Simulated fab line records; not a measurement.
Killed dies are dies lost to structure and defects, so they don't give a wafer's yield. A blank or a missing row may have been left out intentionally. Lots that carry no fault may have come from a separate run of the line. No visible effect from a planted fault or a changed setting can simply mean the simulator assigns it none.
fab line records	flow nand-harc
record lots=24	wafers=72	last-day=33
route steps=1302 shown A_CONTACT@1091 A_BLC@1125
lots that met no fault: taken from a fault-free run of the same line
start-h: hours from the record's opening day to when the first of the lot's shown wafers began	wait-h: hours since the lot's step before	" identical to the entry in the row above	L1.1+2: several wafers, shown together as one row	- either no value or no given start	* or withheld: withheld	< > ~ a bound
route shown NAME@n: names a module that has steps shown in the file, with the first one's number in the route	usual: mean and standard deviation over wafers with no fault	same: alike in all rows	chamber/n: place in a boat	sites: the reading at each site	_std_site: the standard deviation of these	_edge_site: mean of outer sites minus mean of inner sites	radius-mm: for every site, how far away it sits from the centre of the wafer	mask NAME#n: copy n	behind: the tool/chamber that last shaped the wafer	hold: why the lot went on hold/how many hours it stayed there/how the hold came to an end	device: names the non-switching transistor (n, p or np)	end of line: at the end of the route, the tests of the same wafers	for a step that has no rows: nothing shown but its recipe	killed: count of dies lost to structure and defects at first sort (not the wafer's yield)	map: per-die view of a wafer (x killed, . not killed, _ where there is no die)
set.NAME: the run value of the setting; set.NAME@STEP: its run value at that earlier step	model.NAME: the simulator's own value behind a step, which no gauge read
one table for each step of the route and one row for each wafer, over a sample of lots
services: when a tool's chamber went out of use (start-h, in hours from the record's first day, below 0 if earlier), for how many hours, and the reason
## steps
# step NHARC_A_CONTACT_ETCH_139
# recipe source-w=withheld	pressure-mtorr=20	bias-v=400	time-s=195	target-depth-a=8400	ar-flow-sccm=withheld	c4f8-flow-sccm=11.5	o2-flow-sccm=7.2	chemistry=C4F8/O2/Ar
lot.wafer	tool	chamber	start-h	wait-h	rf-hours-counter-h
L074.2	har-cap-etch-03	1	534.09	0.3	47
L074.3	"	0	"	"	-
L074.6	"	0	"	"	-
L077.2	har-cap-etch-02	0	535.61	0.2	88
L077.4	"	0	"	"	-
L077.5	"	0	"	"	-
L075.2	har-cap-etch-01	1	537.01	0.3	8
L075.3	"	1	"	"	-
L075.5	"	1	"	"	-
L076.2	har-cap-etch-03	1	540.24	0.2	48
L076.4	"	1	"	"	-
L076.6	"	0	"	"	-
L078.2	har-cap-etch-03	0	560.84	0.2	51
L078.6	"	0	"	"	-
L078.5	"	1	"	"	-
L079.3	har-cap-etch-02	0	563.39	0.2	-
L079.5	"	1	"	"	-
L079.6	"	0	"	"	-
L080.2	har-cap-etch-03	0	572.41	0.2	53
L080.1	"	1	"	"	53
L080.4	"	0	"	"	-
L081.2	har-cap-etch-02	0	589.98	0.2	100
L081.3	"	1	"	"	-
L081.5	"	1	"	"	-
L082.2	har-cap-etch-02	0	597.16	0.2	101
L082.4	"	1	"	"	-
L082.6	"	0	"	"	-
L083.2	har-cap-etch-01	0	602.85	0.2	23
L083.1	"	1	"	"	23
L083.6	"	1	"	"	-
L084.4	har-cap-etch-03	0	606.16	0.2	-
L084.5	"	0	"	"	-
L084.6	"	1	"	"	-
L086.2	har-cap-etch-02	0	609.82	0.2	104
L086.6	"	1	"	"	-
L086.5	"	0	"	"	-
L085.2	har-cap-etch-03	0	620.12	0.2	63
L085.5	"	0	"	"	-
L085.6	"	1	"	"	-
L087.2	har-cap-etch-02	0	646.83	0.2	110
L087.5	"	1	"	"	-
L087.6	"	0	"	"	-
L088.1	har-cap-etch-01	0	651.08	0.2	30
L088.4	"	1	"	"	-
L088.6	"	1	"	"	-
L089.2	har-cap-etch-03	1	651.54	0.2	68
L089.1	"	0	"	"	68
L089.5	"	0	"	"	-
L090.3	har-cap-etch-03	1	682.19	0.2	-
L090.4	"	0	"	"	-
L090.6	"	1	"	"	-
L093.1	har-cap-etch-01	1	695.25	0.2	38
L093.2	"	0	"	"	38
L093.6	"	1	"	"	-
L092.1	har-cap-etch-02	0	695.99	0.2	120
L092.4	"	1	"	"	-
L092.6	"	0	"	"	-
L091.1	har-cap-etch-03	1	698.80	0.2	77
L091.3	"	0	"	"	-
L091.6	"	1	"	"	-
L094.1	har-cap-etch-01	0	702.45	0.2	39
L094.2	"	1	"	"	39
L094.6	"	1	"	"	-
L095.2	har-cap-etch-02	1	727.82	0.2	125
L095.4	"	0	"	"	-
L095.5	"	1	"	"	-
L096.2	har-cap-etch-01	0	736.03	0.2	44
L096.3	"	0	"	"	-
L096.4	"	1	"	"	-
L097.1	har-cap-etch-02	0	736.66	0.2	126
L097.3	"	1	"	"	-
L097.6	"	0	"	"	-
# step NHARC_A_CONTACT_CD_MEAS_15
# usual cd-nm=190.1/0.54
lot.wafer	tool	chamber	start-h	wait-h	cd-nm
L074.2	cd-sem-03	-	534.82	-	189.8
L074.3	"	-	"	"	189.9
L074.6	"	-	"	"	189.6
L077.2	cd-sem-01	-	536.38	-	190.7
L077.4	"	-	"	"	190.8
L077.5	"	-	"	"	190.4
L075.2	cd-sem-03	-	537.92	-	189.1
L075.3	"	-	"	"	189.1
L075.5	"	-	"	"	189.9
L076.2	cd-sem-01	-	541.68	-	190.2
L076.4	"	-	"	"	190.3
L076.6	"	-	"	"	190.7
L078.2	cd-sem-01	-	561.62	-	190.7
L078.5	"	-	"	"	190.2
L078.6	"	-	"	"	190.7
L079.3	cd-sem-01	-	564.04	-	190.6
L079.5	"	-	"	"	190.1
L079.6	"	-	"	"	190.4
L080.1	cd-sem-01	-	573.22	-	189.7
L080.2	"	-	"	"	189.8
L080.4	"	-	"	"	189.5
L081.2	cd-sem-01	-	590.76	-	190.5
L081.3	"	-	"	"	190.5
L081.5	"	-	"	"	190.4
L082.2	cd-sem-03	-	597.95	-	190.6
L082.4	"	-	"	"	190.4
L082.6	"	-	"	"	190.5
L083.1	cd-sem-01	-	603.63	-	190.0
L083.2	"	-	"	"	190.1
L083.6	"	-	"	"	189.9
L084.4	cd-sem-03	-	606.85	-	190.1
L084.5	"	-	"	"	190.0
L084.6	"	-	"	"	189.3
L086.2	cd-sem-01	-	610.56	-	190.3
L086.5	"	-	"	"	189.9
L086.6	"	-	"	"	189.9
L085.2	cd-sem-02	-	620.91	-	189.5
L085.5	"	-	"	"	189.4
L085.6	"	-	"	"	190.0
L087.2	cd-sem-02	-	647.57	-	189.1
L087.5	"	-	"	"	189.7
L087.6	"	-	"	"	189.4
L088.1	cd-sem-02	-	651.81	-	189.4
L088.4	"	-	"	"	188.9
L088.6	"	-	"	"	189.0
L089.1	cd-sem-02	-	652.76	-	190.6
L089.2	"	-	"	"	190.7
L089.5	"	-	"	"	190.7
L090.3	cd-sem-03	-	682.88	-	190.5
L090.4	"	-	"	"	190.4
L090.6	"	-	"	"	190.1
L093.1	cd-sem-01	-	696.03	-	190.4
L093.2	"	-	"	"	191.0
L093.6	"	-	"	"	191.3
L092.1	cd-sem-01	-	696.76	-	189.3
L092.4	"	-	"	"	190.5
L092.6	"	-	"	"	190.1
L091.1	cd-sem-03	-	699.57	-	190.3
L091.3	"	-	"	"	190.6
L091.6	"	-	"	"	190.6
L094.1	cd-sem-02	-	703.22	-	190.2
L094.2	"	-	"	"	190.2
L094.6	"	-	"	"	189.8
L095.2	cd-sem-01	-	728.56	-	189.7
L095.4	"	-	"	"	189.8
L095.5	"	-	"	"	189.8
L096.2	cd-sem-01	-	736.81	-	190.1
L096.3	"	-	"	"	190.1
L096.4	"	-	"	"	189.8
L097.1	cd-sem-02	-	737.56	-	189.6
L097.3	"	-	"	"	189.4
L097.6	"	-	"	"	189.6
# step NHARC_A_BLC_STRIP_29
# recipe cf4-flow-sccm=150	ar-flow-sccm=0	bias-w=0	chemistry=CF4
# usual drypump-motor-current-A=5.7/0.53	oes-product-au=1.000/0.0066	rf-vpp-V=59.5/0.84	showerhead-plenum-p-Torr=1.77/0.069	throttle-valve-pct=13.284/0.009
lot.wafer	tool	chamber	start-h	wait-h	drypump-motor-current-A	oes-product-au	rf-hours-counter-h	rf-vpp-V	showerhead-plenum-p-Torr	throttle-valve-pct
L074.3	rie-diel-09	1	539.02	0.1	6.6	1.008	2	58.9	1.66	13.277
L074.2	"	2	"	"	6.1	1.003	2	60.0	1.76	13.286
L074.6	"	2	"	"	6.1	1.009	-	58.7	1.76	13.291
L077.4	rie-diel-07	0	540.43	0.1	5.5	0.993	4	59.6	1.82	13.291
L077.2	"	3	"	"	5.7	1.003	4	60.3	1.78	13.275
L077.5	"	1	"	"	6.2	1.001	-	59.5	1.75	13.292
L075.3	rie-diel-07	1	542.29	0.1	6.2	0.989	4	59.8	1.75	13.285
L075.2	"	2	"	"	5.4	0.998	4	59.9	1.85	13.274
L075.5	"	1	"	"	6.2	0.994	-	58.9	1.75	13.285
L076.2	rie-diel-09	0	545.85	0.1	5.0	0.999	4	58.2	1.75	13.284
L076.4	"	3	"	"	5.2	0.994	4	60.5	1.88	13.292
L076.6	"	1	"	"	6.6	1.003	-	58.8	1.66	13.280
L078.2	rie-diel-07	3	566.21	0.1	5.6	1.011	5	59.4	1.78	13.279
L078.6	"	3	"	"	5.6	1.014	-	58.7	1.78	13.293
L078.5	"	0	"	"	5.5	1.020	-	59.9	1.82	13.285
L079.3	rie-diel-09	0	568.38	0.1	5.0	1.004	6	60.4	1.75	13.293
L079.6	"	0	"	"	5.0	1.012	-	60.6	1.75	13.304
L079.5	"	3	"	"	5.3	1.004	-	61.1	1.88	13.279
L080.4	rie-diel-07	3	577.53	0.1	5.6	0.997	6	58.9	1.78	13.293
L080.1	"	1	"	"	6.2	0.995	6	59.9	1.75	13.269
L080.2	"	2	"	"	5.4	1.001	6	59.2	1.85	13.280
L081.3	rie-diel-09	1	594.81	0.1	6.6	1.008	6	58.5	1.66	13.282
L081.2	"	2	"	"	6.1	1.002	8	59.8	1.76	13.289
L081.5	"	1	"	"	6.6	1.007	-	59.3	1.66	13.284
L082.2	rie-diel-07	1	602.96	0.1	6.2	0.994	7	60.6	1.74	13.297
L082.4	"	2	"	"	5.4	0.997	8	60.0	1.85	13.300
L082.6	"	0	"	"	5.5	1.002	-	59.4	1.82	13.278
L083.1	rie-diel-13	0	607.76	0.1	6.4	0.997	29	60.8	1.74	13.287
L083.2	"	1	"	"	5.2	0.992	26	59.4	1.80	13.288
L083.6	"	3	"	"	5.8	0.991	-	59.1	1.67	13.294
L084.4	rie-diel-09	2	610.89	0.1	6.1	1.001	10	58.7	1.76	13.276
L084.6	"	3	"	"	5.2	0.997	-	59.9	1.88	13.283
L084.5	"	0	"	"	5.0	1.006	-	58.8	1.75	13.291
L086.2	rie-diel-09	0	614.75	0.1	5.0	0.996	10	58.8	1.75	13.283
L086.6	"	0	"	"	5.0	0.997	-	61.0	1.75	13.283
L086.5	"	1	"	"	6.6	1.006	-	57.7	1.66	13.286
L085.2	rie-diel-09	1	625.14	0.1	6.6	1.009	9	59.2	1.66	13.293
L085.6	"	0	"	"	5.0	1.005	-	58.9	1.75	13.294
L085.5	"	1	"	"	6.6	1.008	-	57.8	1.66	13.279
L087.2	rie-diel-09	3	651.82	0.1	5.2	0.996	14	59.5	1.88	13.285
L087.5	"	0	"	"	5.0	0.995	-	59.2	1.75	13.283
L087.6	"	1	"	"	6.6	1.007	-	58.1	1.65	13.292
L088.4	rie-diel-09	2	656.01	0.1	6.1	1.005	15	60.6	1.75	13.283
L088.1	"	3	"	"	5.3	0.990	15	58.7	1.88	13.266
L088.6	"	1	"	"	6.6	1.008	-	59.4	1.65	13.295
L089.2	rie-diel-07	3	657.83	0.1	5.7	0.993	0	60.2	1.78	13.266
L089.1	"	0	"	"	5.5	1.001	0	61.2	1.82	13.286
L089.5	"	0	"	"	5.5	1.000	-	60.9	1.82	13.270
L090.3	rie-diel-09	0	687.07	0.1	5.0	0.998	1	59.3	1.75	13.277
L090.4	"	1	"	"	6.6	1.002	1	57.9	1.65	13.277
L090.6	"	3	"	"	5.2	0.999	-	59.5	1.88	13.276
L093.1	rie-diel-09	1	700.20	0.1	6.6	1.002	2	59.4	1.65	13.305
L093.2	"	2	"	"	6.1	0.987	1	58.1	1.75	13.286
L093.6	"	0	"	"	5.0	0.996	-	59.0	1.75	13.290
L092.4	rie-diel-09	2	701.04	0.1	6.0	0.997	2	58.1	1.75	13.273
L092.1	"	3	"	"	5.2	1.001	2	60.5	1.88	13.292
L092.6	"	2	"	"	6.0	0.993	-	59.8	1.75	13.264
L091.1	rie-diel-07	1	703.86	0.1	6.2	0.990	3	58.2	1.74	13.287
L091.3	"	3	"	"	5.6	1.002	2	58.7	1.78	13.288
L091.6	"	2	"	"	5.4	0.997	-	59.4	1.85	13.278
L094.2	rie-diel-07	2	707.50	0.1	5.4	0.993	3	60.2	1.85	13.287
L094.1	"	3	"	"	5.6	1.001	2	61.0	1.78	13.283
L094.6	"	2	"	"	5.3	0.995	-	60.5	1.85	13.295
L095.4	rie-diel-13	1	733.26	0.1	5.3	1.010	9	59.0	1.79	13.283
L095.2	"	2	"	"	6.0	0.987	8	59.8	1.84	13.285
L095.5	"	1	"	"	5.3	0.998	-	59.8	1.79	13.281
L096.4	rie-diel-09	0	740.98	0.1	5.0	0.998	7	59.8	1.75	13.289
L096.3	"	1	"	"	6.6	0.993	5	59.1	1.65	13.280
L096.2	"	2	"	"	6.1	0.988	7	59.2	1.75	13.278
L097.3	rie-diel-07	0	742.14	0.1	5.5	1.005	5	60.0	1.82	13.287
L097.1	"	2	"	"	5.4	0.996	6	60.2	1.85	13.268
L097.6	"	2	"	"	5.4	1.008	-	59.7	1.85	13.285
# step NHARC_A_BLC_STRIP_21
# recipe o2-flow-sccm=500	ar-flow-sccm=0	bias-w=0	chemistry=O2
# usual drypump-motor-current-A=5.7/0.52	oes-product-au=1.000/0.008	rf-vpp-V=57.9/0.87	showerhead-plenum-p-Torr=3.54/0.14	throttle-valve-pct=17.038/0.0083
lot.wafer	tool	chamber	start-h	wait-h	drypump-motor-current-A	oes-product-au	rf-hours-counter-h	rf-vpp-V	showerhead-plenum-p-Torr	throttle-valve-pct
L074.2	rie-diel-09	2	539.14	0.1	6.1	0.983	3	57.6	3.51	17.034
L074.3	"	3	"	"	5.3	0.982	2	57.9	3.76	17.045
L074.6	"	1	"	"	6.6	1.001	-	55.4	3.30	17.036
L077.4	rie-diel-07	0	540.55	0.1	5.5	0.991	4	58.2	3.64	17.054
L077.2	"	1	"	"	6.2	0.996	4	57.2	3.48	17.028
L077.5	"	2	"	"	5.4	0.990	-	58.0	3.70	17.035
L075.2	rie-diel-07	2	542.40	0.1	5.4	1.005	4	57.4	3.70	17.041
L075.3	"	3	"	"	5.7	1.002	4	57.7	3.55	17.047
L075.5	"	0	"	"	5.5	1.005	-	57.0	3.64	17.034
L076.4	rie-diel-09	1	545.97	0.1	6.6	0.998	3	56.9	3.30	17.024
L076.2	"	2	"	"	6.1	0.995	4	58.1	3.50	17.040
L076.6	"	3	"	"	5.2	0.992	-	58.8	3.76	17.038
L078.2	rie-diel-07	1	566.32	0.1	6.2	0.995	4	57.6	3.48	17.050
L078.5	"	0	"	"	5.5	0.995	-	58.8	3.64	17.023
L078.6	"	1	"	"	6.2	0.994	-	58.6	3.48	17.034
L079.3	rie-diel-09	0	568.51	0.1	5.0	1.007	6	57.6	3.50	17.040
L079.5	"	0	"	"	5.0	1.011	-	56.4	3.50	17.040
L079.6	"	3	"	"	5.2	0.998	-	57.3	3.76	17.044
L080.2	rie-diel-07	1	577.63	0.1	6.2	1.003	6	59.1	3.48	17.045
L080.1	"	2	"	"	5.4	0.999	6	59.6	3.70	17.039
L080.4	"	3	"	"	5.7	1.000	6	57.6	3.55	17.027
L081.2	rie-diel-09	0	594.91	0.1	5.0	1.015	8	57.4	3.50	17.027
L081.3	"	2	"	"	6.1	1.004	8	58.3	3.50	17.035
L081.5	"	1	"	"	6.6	1.017	-	55.9	3.30	17.039
L082.2	rie-diel-07	2	603.05	0.1	5.4	0.992	8	58.9	3.70	17.047
L082.4	"	1	"	"	6.2	0.977	7	58.5	3.48	17.045
L082.6	"	2	"	"	5.4	0.986	-	57.5	3.70	17.027
L083.1	rie-diel-13	0	607.85	0.1	6.4	0.995	29	57.3	3.47	17.043
L083.2	"	2	"	"	6.0	0.989	24	58.8	3.70	17.050
L083.6	"	1	"	"	5.3	0.993	-	58.3	3.59	17.036
L084.4	rie-diel-09	3	610.97	0.1	5.3	0.984	10	58.7	3.76	17.028
L084.5	"	3	"	"	5.2	1.010	-	59.3	3.76	17.051
L084.6	"	0	"	"	5.0	0.998	-	58.8	3.50	17.038
L086.2	rie-diel-09	1	614.88	0.1	6.6	1.004	8	55.2	3.30	17.048
L086.6	"	2	"	"	6.1	0.997	-	57.4	3.50	17.041
L086.5	"	3	"	"	5.2	0.993	-	57.9	3.76	17.050
L085.2	rie-diel-09	1	625.23	0.1	6.6	1.004	9	59.6	3.30	17.040
L085.5	"	1	"	"	6.6	0.998	-	57.3	3.30	17.044
L085.6	"	2	"	"	6.1	1.009	-	57.6	3.50	17.044
L087.2	rie-diel-09	0	651.91	0.1	5.0	1.004	13	56.9	3.50	17.028
L087.5	"	2	"	"	6.1	1.009	-	57.1	3.50	17.020
L087.6	"	3	"	"	5.3	1.001	-	58.2	3.75	17.038
L088.1	rie-diel-09	1	656.11	0.1	6.6	1.010	12	57.4	3.30	17.039
L088.4	"	2	"	"	6.1	1.007	15	57.2	3.50	17.028
L088.6	"	0	"	"	5.0	1.015	-	58.2	3.50	17.043
L089.1	rie-diel-07	0	657.94	0.1	5.5	1.007	0	58.3	3.64	17.030
L089.2	"	2	"	"	5.4	1.008	0	58.5	3.69	17.039
L089.5	"	0	"	"	5.5	1.005	-	57.9	3.64	17.047
L090.4	rie-diel-09	2	687.16	0.1	6.1	0.997	1	57.6	3.50	17.026
L090.3	"	3	"	"	5.3	1.007	1	59.1	3.75	17.037
L090.6	"	2	"	"	6.1	0.990	-	58.2	3.50	17.029
L093.1	rie-diel-09	1	700.30	0.1	6.6	0.994	2	58.3	3.30	17.037
L093.2	"	2	"	"	6.1	1.000	2	57.1	3.50	17.024
L093.6	"	2	"	"	6.1	1.004	-	58.0	3.50	17.038
L092.4	rie-diel-09	0	701.15	0.1	5.0	0.989	2	57.5	3.49	17.025
L092.1	"	1	"	"	6.6	0.996	2	56.0	3.30	17.047
L092.6	"	3	"	"	5.2	0.999	-	58.6	3.75	17.029
L091.3	rie-diel-07	3	703.97	0.1	5.7	0.994	2	58.6	3.55	17.044
L091.1	"	1	"	"	6.2	0.998	3	58.1	3.48	17.028
L091.6	"	3	"	"	5.7	0.983	-	57.5	3.55	17.028
L094.1	rie-diel-07	3	707.59	0.1	5.7	1.004	2	57.7	3.55	17.027
L094.2	"	0	"	"	5.5	1.002	3	58.3	3.63	17.038
L094.6	"	3	"	"	5.7	0.992	-	57.3	3.55	17.043
L095.2	rie-diel-13	1	733.36	0.1	5.3	1.010	9	58.3	3.57	17.042
L095.4	"	3	"	"	5.8	0.990	8	57.5	3.32	17.035
L095.5	"	2	"	"	6.1	1.004	-	58.3	3.67	17.042
L096.2	rie-diel-09	0	741.08	0.1	5.0	1.005	7	57.8	3.49	17.033
L096.4	"	1	"	"	6.6	1.003	5	57.2	3.30	17.047
L096.3	"	2	"	"	6.1	0.994	7	57.8	3.49	17.044
L097.3	rie-diel-07	0	742.26	0.1	5.5	1.021	5	57.8	3.63	17.038
L097.1	"	3	"	"	5.7	1.012	5	56.3	3.54	17.056
L097.6	"	3	"	"	5.7	1.003	-	58.3	3.54	17.036
# step NHARC_A_BLC_DEGAS_30
# recipe temp-c=300	time-s=60
# usual heater-power-w=460/59
lot.wafer	tool	chamber	start-h	wait-h	heater-power-w
L074.2	pvd-sputter-02	-	539.55	-	437
L074.3	"	-	"	"	496
L074.6	"	-	"	"	430
L077.2	pvd-sputter-03	-	540.96	-	576
L077.4	"	-	"	"	496
L077.5	"	-	"	"	573
L075.2	pvd-sputter-01	-	542.85	-	481
L075.3	"	-	"	"	469
L075.5	"	-	"	"	476
L076.2	pvd-sputter-02	-	546.38	-	480
L076.4	"	-	"	"	353
L076.6	"	-	"	"	438
L078.2	pvd-sputter-02	-	566.73	-	349
L078.5	"	-	"	"	352
L078.6	"	-	"	"	440
L079.3	pvd-sputter-03	-	568.96	-	570
L079.6	"	-	"	"	515
L079.5	"	-	"	"	434
L080.1	pvd-sputter-03	-	578.05	-	504
L080.4	"	-	"	"	439
L080.2	"	-	"	"	467
L081.3	pvd-sputter-02	-	595.34	-	357
L081.2	"	-	"	"	473
L081.5	"	-	"	"	420
L082.4	pvd-sputter-02	-	603.47	-	413
L082.2	"	-	"	"	482
L082.6	"	-	"	"	407
L083.1	pvd-sputter-01	-	608.27	-	402
L083.2	"	-	"	"	470
L083.6	"	-	"	"	405
L084.4	pvd-sputter-03	-	611.41	-	477
L084.6	"	-	"	"	444
L084.5	"	-	"	"	574
L086.2	pvd-sputter-03	-	615.28	-	518
L086.6	"	-	"	"	513
L086.5	"	-	"	"	435
L085.2	pvd-sputter-02	-	625.68	-	355
L085.5	"	-	"	"	426
L085.6	"	-	"	"	481
L087.2	pvd-sputter-02	-	652.32	-	496
L087.5	"	-	"	"	421
L087.6	"	-	"	"	496
L088.4	pvd-sputter-03	-	656.56	-	556
L088.1	"	-	"	"	519
L088.6	"	-	"	"	561
L089.2	pvd-sputter-01	-	658.35	-	521
L089.1	"	-	"	"	478
L089.5	"	-	"	"	522
L090.4	pvd-sputter-03	-	687.57	-	565
L090.3	"	-	"	"	457
L090.6	"	-	"	"	557
L093.2	pvd-sputter-03	-	700.73	-	568
L093.1	"	-	"	"	509
L093.6	"	-	"	"	443
L092.4	pvd-sputter-03	-	701.60	-	580
L092.1	"	-	"	"	446
L092.6	"	-	"	"	564
L091.3	pvd-sputter-02	-	704.45	-	357
L091.1	"	-	"	"	506
L091.6	"	-	"	"	411
L094.1	pvd-sputter-01	-	708.02	-	518
L094.2	"	-	"	"	486
L094.6	"	-	"	"	399
L095.2	pvd-sputter-01	-	733.79	-	474
L095.4	"	-	"	"	466
L095.5	"	-	"	"	486
L096.2	pvd-sputter-01	-	741.50	-	479
L096.4	"	-	"	"	490
L096.3	"	-	"	"	517
L097.3	pvd-sputter-02	-	742.71	-	355
L097.1	"	-	"	"	421
L097.6	"	-	"	"	360
# step NHARC_A_BLC_CVD_24
# recipe target-thk-a=1500	temp-c=300	pressure-torr=40	wf6-flow-sccm=40	h2-flow-sccm=1600	ar-flow-sccm=1560	time-s=434	material=W
# usual heater-power-w=490/52	mfc-wf6-sccm=40.03/0.13	throttle-valve-pct=8.29/0.25
lot.wafer	tool	chamber	start-h	wait-h	heater-power-w	mfc-wf6-sccm	throttle-valve-pct
L074.2	cvd-w-01	0	-	-	506	40.10	7.95
L074.3	"	1	"	"	455	39.95	8.13
L074.6	"	1	"	"	454	40.16	8.59
L077.2	cvd-w-01	1	-	-	442	39.87	8.50
L077.4	"	0	"	"	510	40.12	7.67
L077.5	"	1	"	"	456	39.98	8.50
L075.2	cvd-w-02	1	-	-	561	40.12	8.25
L075.3	"	0	"	"	442	39.97	8.26
L075.5	"	0	"	"	431	40.01	8.06
L076.2	cvd-w-02	0	-	-	432	39.93	8.17
L076.4	"	0	"	"	423	39.92	8.07
L076.6	"	1	"	"	563	39.93	8.36
L078.2	cvd-w-02	0	-	-	438	39.95	8.27
L078.6	"	0	"	"	433	40.09	8.20
L078.5	"	1	"	"	550	40.13	8.20
L079.3	cvd-w-02	0	-	-	428	39.96	8.08
L079.5	"	1	"	"	552	40.08	8.58
L079.6	"	0	"	"	430	39.67	8.23
L080.1	cvd-w-01	1	-	-	482	40.19	8.62
L080.2	"	0	"	"	527	40.02	7.77
L080.4	"	0	"	"	536	39.99	7.86
L081.2	cvd-w-01	1	-	-	485	40.04	8.66
L081.3	"	1	"	"	484	40.01	8.49
L081.5	"	1	"	"	484	40.11	8.61
L082.2	cvd-w-02	0	-	-	432	40.21	8.04
L082.4	"	1	"	"	563	40.11	8.36
L082.6	"	1	"	"	551	40.06	8.21
L083.2	cvd-w-01	1	-	-	467	40.05	8.28
L083.1	"	0	"	"	520	40.06	8.02
L083.6	"	0	"	"	519	39.97	8.09
L084.4	cvd-w-01	1	-	-	485	39.87	8.51
L084.6	"	1	"	"	466	39.95	8.55
L084.5	"	0	"	"	537	39.97	7.92
L086.2	cvd-w-02	0	-	-	431	40.18	8.25
L086.5	"	0	"	"	432	39.94	8.16
L086.6	"	1	"	"	556	40.05	8.49
L085.2	cvd-w-02	1	-	-	547	39.97	8.15
L085.5	"	0	"	"	430	40.26	8.18
L085.6	"	1	"	"	567	40.02	8.39
L087.2	cvd-w-01	1	653.02	-	474	40.24	8.70
L087.5	"	1	"	"	473	40.26	8.72
L087.6	"	1	"	"	471	40.35	8.71
L088.1	cvd-w-01	1	-	-	473	40.02	8.70
L088.4	"	1	"	"	483	39.90	8.35
L088.6	"	1	"	"	475	40.04	8.58
L089.2	cvd-w-02	1	-	-	548	39.67	8.39
L089.1	"	0	"	"	414	40.02	8.53
L089.5	"	0	"	"	421	40.05	8.21
L090.4	cvd-w-01	0	-	-	538	39.95	7.81
L090.3	"	1	"	"	482	40.24	8.76
L090.6	"	1	"	"	474	40.22	8.54
L093.1	cvd-w-02	0	-	-	424	40.15	8.13
L093.2	"	1	"	"	554	39.76	8.13
L093.6	"	0	"	"	408	40.16	8.49
L092.1	cvd-w-02	1	-	-	531	40.02	8.02
L092.4	"	1	"	"	554	40.34	8.31
L092.6	"	1	"	"	553	40.09	8.12
L091.1	cvd-w-02	0	-	-	422	40.07	8.31
L091.3	"	1	"	"	552	40.04	8.31
L091.6	"	1	"	"	559	39.99	8.20
L094.1	cvd-w-02	1	-	-	544	39.77	8.30
L094.2	"	0	"	"	423	40.00	8.43
L094.6	"	0	"	"	422	40.08	8.15
L095.2	cvd-w-02	0	-	-	427	40.01	8.22
L095.4	"	0	"	"	424	40.05	8.22
L095.5	"	1	"	"	557	39.96	8.23
L096.2	cvd-w-01	1	-	-	485	39.96	8.30
L096.3	"	1	"	"	466	39.89	8.63
L096.4	"	0	"	"	523	39.74	7.81
L097.1	cvd-w-02	0	-	-	419	40.10	8.25
L097.3	"	1	"	"	561	39.93	7.92
L097.6	"	0	"	"	424	40.07	8.39
## services
tool	chamber	start-h	hours	kind
pvd-sputter-03	-	526.00	10.0	pm
cvd-w-01	1	530.86	2.8	repair
pvd-sputter-03	-	541.48	3.7	repair
rie-diel-07	3	545.48	1.5	repair
cvd-w-01	-	547.31	13.0	pm
rie-diel-09	-	548.46	1.5	repair
rie-diel-09	2	555.63	2.9	repair
rie-diel-09	1	557.94	14.2	repair
pvd-sputter-02	-	587.36	6.5	repair
cvd-w-01	0	590.69	17.9	repair
rie-diel-09	-	615.18	1.3	repair
pvd-sputter-02	-	626.81	1.1	repair
cvd-w-02	-	631.42	13.0	pm
har-cap-etch-02	-	635.17	0.1	repair
pvd-sputter-02	-	638.10	10.0	pm
rie-diel-07	-	648.30	9.0	pm
cvd-w-01	0	651.86	6.4	repair
rie-diel-09	-	674.35	9.0	pm
cvd-w-02	-	688.98	0.6	repair
rie-diel-07	3	693.65	4.0	repair
rie-diel-09	1	702.22	16.5	repair
rie-diel-07	1	726.32	4.3	repair
cvd-w-01	-	728.31	13.0	pm
rie-diel-07	1	739.38	25.7	repair
## key
fault none
